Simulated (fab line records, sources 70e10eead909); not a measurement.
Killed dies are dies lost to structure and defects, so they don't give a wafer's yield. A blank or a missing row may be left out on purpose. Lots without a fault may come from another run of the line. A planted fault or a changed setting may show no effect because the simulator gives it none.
Tool commonality check | flow nand_harc | 10 lots, 30 wafers sampled

WHY IT WAS OPENED
At NHARC_A_CHANNEL_HOLE_D2_CD_MEAS_10 the reading cd_nm is flagged on 2 of 10 lots. Wafers without a fault read 100.1 nm, standard deviation 0.54.
Rule: a lot is flagged when every wafer of it that has a number lies more than 4 standard deviations from that mean, or none has a number. The other lots count as sound.

lot  | measured     | on        | cd_nm (nm), wafer by wafer | flag
L990 | day 13 14:59 | cd_sem-02 | 100.6 100.5 99.9           |
L992 | day 14 16:43 | cd_sem-03 | 99.9 100.0 100.0           |
L995 | day 15 12:52 | cd_sem-03 | 100.0 100.1 100.1          |
L996 | day 15 20:37 | cd_sem-03 | 100.1 100.3 99.0           |
L100 | day 16 21:13 | cd_sem-01 | 100.2 99.8 100.4           |
L999 | day 16 23:08 | cd_sem-02 | 100.6 100.1 100.8          |
L109 | day 21 10:52 | cd_sem-02 | 87.8 88.0 88.7             | FLAGGED
L110 | day 21 19:38 | cd_sem-03 | 88.9 89.4 89.2             | FLAGGED
L112 | day 22 05:10 | cd_sem-01 | 98.9 100.0 100.2           |
L113 | day 22 06:53 | cd_sem-01 | 100.2 99.8 100.6           |
The numbers of the flagged lots are 88.7 nm on average: -11.4 nm against the usual, or -21 standard deviations.

WHICH TOOL RAN EACH LOT
The record holds 1 process step before the reading, out of a route of 1302 steps. In each cell: the tool, then ch and the chambers that the sampled wafers went through, then the start.
lot  | flag    | NHARC_A_CHANNEL_HOLE_D2_PEB_08
L990 |         | litho_track-04 ch 0, day 13 14:54
L992 |         | litho_track-06 ch 0, day 14 16:38
L995 |         | litho_track-04 ch 0, day 15 12:47
L996 |         | litho_track-04 ch 0, day 15 20:32
L100 |         | litho_track-01 ch 0, day 16 21:08
L999 |         | litho_track-01 ch 0, day 16 23:04
L109 | FLAGGED | litho_track-01 ch 0, day 21 10:47
L110 | FLAGGED | litho_track-01 ch 0, day 21 19:34
L112 |         | litho_track-06 ch 0, day 22 05:05
L113 |         | litho_track-04 ch 0, day 22 06:47
What these steps do:
- NHARC_A_CHANNEL_HOLE_D2_PEB_08: peb time 65 s.
- NHARC_A_CHANNEL_HOLE_D2_CD_MEAS_10: target cd 100 nm.

FLAGGED OVER TOTAL, TOOL BY TOOL (the gauges that took the reading come last)
step                               | tool           | lots run | flagged | share of the flagged lots | sound lots run after its first flagged lot
NHARC_A_CHANNEL_HOLE_D2_PEB_08     | litho_track-01 | 4        | 2       | all                       | 0
NHARC_A_CHANNEL_HOLE_D2_PEB_08     | litho_track-04 | 4        | 0       | none                      | -
NHARC_A_CHANNEL_HOLE_D2_PEB_08     | litho_track-06 | 2        | 0       | none                      | -
NHARC_A_CHANNEL_HOLE_D2_CD_MEAS_10 | cd_sem-01      | 3        | 0       | none                      | -
NHARC_A_CHANNEL_HOLE_D2_CD_MEAS_10 | cd_sem-02      | 3        | 1       | some                      | 0
NHARC_A_CHANNEL_HOLE_D2_CD_MEAS_10 | cd_sem-03      | 4        | 1       | some                      | 0

WHAT THE TABLE ALLOWS
1 row of the table ran every flagged lot: litho_track-01 at NHARC_A_CHANNEL_HOLE_D2_PEB_08.
- litho_track-01 at NHARC_A_CHANNEL_HOLE_D2_PEB_08: 2 of its 4 lots flagged. Its last sound lot is L999 (day 16 23:04), its first flagged lot L109 (day 21 10:47): a fault that began between those two fits. Its own readings lie more than 4 standard deviations out on every wafer of the flagged lots: heater_power_total_W.
One tool is left: litho_track-01 at NHARC_A_CHANNEL_HOLE_D2_PEB_08.

WHAT THE SIMULATOR HAD PUT IN
Process parameter drift: litho_track-01, from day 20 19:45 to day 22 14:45, at NHARC_A_CHANNEL_HOLE_D2_PEB_08. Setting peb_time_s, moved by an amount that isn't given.
Lots struck among those shown: L109, L110. The rule above found the same.
